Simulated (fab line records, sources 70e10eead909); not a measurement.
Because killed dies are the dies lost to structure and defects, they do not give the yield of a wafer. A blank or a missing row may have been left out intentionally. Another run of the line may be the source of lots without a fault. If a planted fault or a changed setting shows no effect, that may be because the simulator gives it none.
Problem report, 8D (eight disciplines) form, completed by code ; flow nandHarc ; the parts of the form that need people (team, actions taken, sign-off) are left out

== 1. THE PROBLEM ==
NHARC_A_M0_PVD_20, cathodeDcPowerW: mean 14460 W over 1 wafer from 1 lot; wafers with no fault: 15000 W, standard deviation 2.7. So: -99 or more standard deviations from the usual mean.
The step: deposits TaN, target thk 5 nm, time 8.06 s.
Seen first at day 26 21:19 on pvdSputter-01, wafer L459.5. The record holds 36 wafers of 12 lots with a number at this step. Rule for "out", or "out of limits": more than 4 standard deviations from the usual mean. The other wafers with a number count as sound.

== 2. WHAT IT IS, AND WHAT IT ISN'T ==
question;is;is not
which readings at this step;cathodeDcPowerW;substrateTempC, throttleValvePct
which lots;L459;L449, L450, L451, L452, L453, L456, L465, L467, L469, L470, L471
which wafers of those lots;L459.5;L459.3, L459.4
read on which tools;pvdSputter-01;pvdSputter-02, pvdSputter-03
when;from day 26 21:19;"up to then (20 sound wafers); but 15 sound wafers of L465, L467, L469, L470, L471 came after"

== 3. SUSPECTS, AND WHAT RULES EACH OUT ==
Counting: any tool at a process step up to the reading remains a suspect provided it ran every lot that is out. Sound lots after the first of them don't rule it out here, since some wafers of a struck lot are sound.
- pvdSputter-01 at NHARC_A_M0_PVD_20 (deposits TaN, target thk 5 nm, time 8.06 s): kept. The lot that is out, L459, ran on it at day 26 21:19; the last sound lot it ran before that was L450, at day 23 11:05. Its own readings are out on those wafers: cathodeDcPowerW.
Remaining after the count: pvdSputter-01 at NHARC_A_M0_PVD_20.

== 4. THE CAUSE (what the simulator had put in) ==
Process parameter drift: pvdSputter-01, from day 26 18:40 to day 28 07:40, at NHARC_A_M0_PVD_20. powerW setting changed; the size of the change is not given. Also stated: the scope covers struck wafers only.
The count eliminated every tool but this one.

== 5. THE EFFECT CHAIN, in route order ==
Each row: a reading where the mean over the struck wafers with a number is more than 3 standard deviations away from the usual. Only readings for which the record gives a usual standard deviation are gone through. hours: the time from each lot's start at the first step in this table that gives one to its start at this step, as a median over the lots. sigmas: the change in usual standard deviations.
hours;step;reading;usual;on struck wafers;change;sigmas
0;NHARC_A_M0_PVD_20;cathodeDcPowerW;15000 W;14460;-540;-99 or more
Here are the process steps it includes:
- NHARC_A_M0_PVD_20: deposits TaN, target thk 5 nm, time 8.06 s.
Later measuring or inspecting steps at which every struck wafer that the step has a row for has a number for every such reading, and none has moved that far: NHARC_A_M0_THK_MEAS_24.

== 6. HOW IT WOULD HAVE BEEN CAUGHT EARLIER ==
First out-of-limits reading in this record: day 26 21:19, which is 3 hours after fault onset at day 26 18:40.
